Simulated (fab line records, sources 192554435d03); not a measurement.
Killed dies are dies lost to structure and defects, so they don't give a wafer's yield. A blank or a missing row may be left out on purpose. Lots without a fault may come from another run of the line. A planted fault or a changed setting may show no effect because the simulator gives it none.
Chamber matching | flow n5_finfet | N5_FIN_SAQP_ETCH_69 on rie_diel-02: 4 sister chambers
The step etches SOC in N2/H2, stops on SiNx, target depth 150 nm. 4 wafers are shown with their chamber, then 8 later ones without.

WAFERS WITH THEIR CHAMBER
wafer  | chamber | showerhead_plenum_p_Torr (Torr)
L081.5 | 2       | 2.51
L086.3 | 0       | 2.55
L086.5 | 3       | 2.66
L087.3 | 1       | 2.50

WAFERS WITHOUT THEIR CHAMBER
wafer  | showerhead_plenum_p_Torr (Torr)
L087.4 | 2.55
L087.5 | 2.50
L089.2 | 2.50
L089.3 | 2.66
L089.5 | 2.55
L091.1 | 2.50
L091.2 | 2.55
L091.3 | 2.49

WHICH CHAMBER EACH WENT THROUGH
wafer  | from the rows above | in truth
L087.4 | 0                   | 0
L087.5 | 1                   | 1
L089.2 | 1                   | 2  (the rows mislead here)
L089.3 | 3                   | 3
L089.5 | 0                   | 0
L091.1 | 1                   | 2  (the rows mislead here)
L091.2 | 0                   | 0
L091.3 | 1                   | 1
Placed correctly: 6 of 8. Can't be placed from these rows: 0. Placed wrongly: 2.
How it was worked out, from the rows above alone: a wafer's distance from a chamber is the root of the sum, over the readings, of the square of ((its reading less the chamber's mean) divided by the reading's scatter). The wafer belongs to the nearest chamber; if the next one is less than 2 further off, it can't be placed. A chamber's mean is the mean of its shown wafers. The scatter: with one shown wafer a chamber, the root of the mean of the squares of how far each hidden wafer lies from its nearest shown one.
